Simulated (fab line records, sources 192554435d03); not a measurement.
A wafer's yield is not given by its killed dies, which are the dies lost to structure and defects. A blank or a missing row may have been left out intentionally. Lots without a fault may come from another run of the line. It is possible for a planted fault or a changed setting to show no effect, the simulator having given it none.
Split-lot study || flow n5Finfet || on a route of 1938 steps: 7 lots, 21 wafers read

## ABOUT THE SPLIT
At N5_BEOL_M9_VIA_ETCH_34 (etches SiCOH lowk in C4F6/O2, target depth 182.4 nm, time 68.4 s), the setting sourceW was moved away from the recipe's 345 W on 10 of the 21 wafers read, by -14.6% to +15.6%. This setting was run at the recipe's value on the other wafers.

The reading is taken at the split's own step.

## THE READING
rfVppV, in V, at N5_BEOL_M9_VIA_ETCH_34 (etches SiCOH lowk in C4F6/O2, target depth 182.4 nm, time 68.4 s). A value of 666 V with a standard deviation of 13 V is what fault-free wafers of this fab line usually give.

{"wafer": "L074.1", "tool, chamber at the split": "rieDiel-03, 3", "sourceW as run, W": 302.2, "against the recipe": "-12.4%", "rfVppV, V": 692, "against lot-mates on the recipe": "+36"}
{"wafer": "L074.2", "tool, chamber at the split": "rieDiel-03, 1", "sourceW as run, W": 302.2, "against the recipe": "-12.4%", "rfVppV, V": 682, "against lot-mates on the recipe": "+26"}
{"wafer": "L074.3", "tool, chamber at the split": "rieDiel-03, 2", "sourceW as run, W": 345, "against the recipe": "recipe", "rfVppV, V": 656, "against lot-mates on the recipe": "-"}
{"wafer": "L077.3", "tool, chamber at the split": "rieDiel-04, 0", "sourceW as run, W": 384.9, "against the recipe": "+11.6%", "rfVppV, V": 635, "against lot-mates on the recipe": -36}
{"wafer": "L077.4", "tool, chamber at the split": "rieDiel-04, 2", "sourceW as run, W": 384.9, "against the recipe": "+11.6%", "rfVppV, V": 647, "against lot-mates on the recipe": -24}
{"wafer": "L077.5", "tool, chamber at the split": "rieDiel-04, 0", "sourceW as run, W": 345, "against the recipe": "recipe", "rfVppV, V": 671, "against lot-mates on the recipe": "-"}
{"wafer": "L078.2", "tool, chamber at the split": "rieDiel-02, 2", "sourceW as run, W": 345, "against the recipe": "recipe", "rfVppV, V": 681, "against lot-mates on the recipe": "-"}
{"wafer": "L078.4", "tool, chamber at the split": "rieDiel-02, 3", "sourceW as run, W": 398.8, "against the recipe": "+15.6%", "rfVppV, V": 626, "against lot-mates on the recipe": -56}
{"wafer": "L078.5", "tool, chamber at the split": "rieDiel-02, 2", "sourceW as run, W": 345, "against the recipe": "recipe", "rfVppV, V": 682, "against lot-mates on the recipe": "-"}
{"wafer": "L081.3", "tool, chamber at the split": "rieDiel-02, 0", "sourceW as run, W": 294.7, "against the recipe": "-14.6%", "rfVppV, V": 728, "against lot-mates on the recipe": "+56"}
{"wafer": "L081.4", "tool, chamber at the split": "rieDiel-02, 3", "sourceW as run, W": 294.7, "against the recipe": "-14.6%", "rfVppV, V": 729, "against lot-mates on the recipe": "+57"}
{"wafer": "L081.5", "tool, chamber at the split": "rieDiel-02, 3", "sourceW as run, W": 345, "against the recipe": "recipe", "rfVppV, V": 672, "against lot-mates on the recipe": "-"}
{"wafer": "L084.1", "tool, chamber at the split": "rieDiel-02, 0", "sourceW as run, W": 345, "against the recipe": "recipe", "rfVppV, V": 670, "against lot-mates on the recipe": "-"}
{"wafer": "L084.4", "tool, chamber at the split": "rieDiel-02, 1", "sourceW as run, W": 345, "against the recipe": "recipe", "rfVppV, V": 660, "against lot-mates on the recipe": "-"}
{"wafer": "L084.5", "tool, chamber at the split": "rieDiel-02, 0", "sourceW as run, W": 345, "against the recipe": "recipe", "rfVppV, V": 670, "against lot-mates on the recipe": "-"}
{"wafer": "L087.1", "tool, chamber at the split": "rieDiel-03, 0", "sourceW as run, W": 309.1, "against the recipe": "-10.4%", "rfVppV, V": 699, "against lot-mates on the recipe": "+54"}
{"wafer": "L087.3", "tool, chamber at the split": "rieDiel-03, 1", "sourceW as run, W": 309.1, "against the recipe": "-10.4%", "rfVppV, V": 673, "against lot-mates on the recipe": "+28"}
{"wafer": "L087.4", "tool, chamber at the split": "rieDiel-03, 3", "sourceW as run, W": 345, "against the recipe": "recipe", "rfVppV, V": 645, "against lot-mates on the recipe": "-"}
{"wafer": "L094.3", "tool, chamber at the split": "rieDiel-03, 2", "sourceW as run, W": 302, "against the recipe": "-12.5%", "rfVppV, V": 701, "against lot-mates on the recipe": "+49"}
{"wafer": "L094.4", "tool, chamber at the split": "rieDiel-03, 0", "sourceW as run, W": 345, "against the recipe": "recipe", "rfVppV, V": 661, "against lot-mates on the recipe": "-"}
{"wafer": "L094.6", "tool, chamber at the split": "rieDiel-03, 3", "sourceW as run, W": 345, "against the recipe": "recipe", "rfVppV, V": 643, "against lot-mates on the recipe": "-"}

THE FIT
A straight line over all 21 wafers: rfVppV changes by -2.71 V for each +1% of sourceW; r = -0.86; the points scatter about the line by 14 V.
The same after taking each lot's own level away (the mean of its wafers on the recipe; 21 wafers): -3.33 V for each +1%; r = -0.96; scatter 8.2 V.
According to that fit, moving sourceW by its largest amount changes the reading by 52 V.
From 645.0 to 681.5 V: that is the span of the lots' own levels, equal to 2.8 times the standard deviation above.
In other words, the slope is changed by the lot-to-lot level; the two fits disagree.
Check: for one of the wafers moved furthest among these (+15.6%), held out of the fit, the line's prediction against its lot-mates is -48.7 V. Against them it came out at -55.5 V.
Tool readings at the split's step, against how far the setting was moved: rfVppV r = -0.86.

## OTHER SPLITS ON THESE WAFERS
Other splits were also applied to these wafers ahead of the reading. Each is held against what the fit with the lots' levels taken away leaves over:
{"other split on the same wafers": "N5_BEOL_M6_TRENCH_ETCH_37 biasW", "wafers away from the commonest value": 8, "r with rfVppV (lot level and that fit taken away)": -0.02}
{"other split on the same wafers": "N5_BEOL_M7_EXPOSE_25 doseMj", "wafers away from the commonest value": 8, "r with rfVppV (lot level and that fit taken away)": "+0.28"}
{"other split on the same wafers": "N5_BEOL_M7_DESCUM_33 timeS", "wafers away from the commonest value": 5, "r with rfVppV (lot level and that fit taken away)": -0.08}
{"other split on the same wafers": "N5_BEOL_M8_COAT_22 spinRpm", "wafers away from the commonest value": 5, "r with rfVppV (lot level and that fit taken away)": "+0.23"}
{"other split on the same wafers": "N5_BEOL_M9_ETCH_66 timeS", "wafers away from the commonest value": 7, "r with rfVppV (lot level and that fit taken away)": -0.07}

## THE WHOLE CHAIN: every reading that the file lists as answering this split, in the file's order
{"step": "N5_BEOL_M9_VIA_ETCH_34", "what it does": "etches SiCOH lowk in C4F6/O2, target depth 182.4 nm, time 68.4 s", "reading": "rfVppV", "change (the file's fit)": "-3.42 V for each +1% of the setting", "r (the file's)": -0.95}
{"step": "N5_BEOL_M9_VIA_ETCH_34", "what it does": "etches SiCOH lowk in C4F6/O2, target depth 182.4 nm, time 68.4 s", "reading": "etch.depthNm (the simulator's own value, which no gauge read)", "change (the file's fit)": "+0.775 nm for each +1% of the setting", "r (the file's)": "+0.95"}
{"step": "N5_BEOL_M9_VIA_ETCH_34", "what it does": "etches SiCOH lowk in C4F6/O2, target depth 182.4 nm, time 68.4 s", "reading": "SOC_of_BEOL_M9_COAT_63.thkNm (the simulator's own value, which no gauge read)", "change (the file's fit)": "-0.0467 nm for each +1% of the setting", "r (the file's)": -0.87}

## THE FILE'S OWN FIT
rfVppV changes by -3.42 V for each +1% of sourceW, r = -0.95.
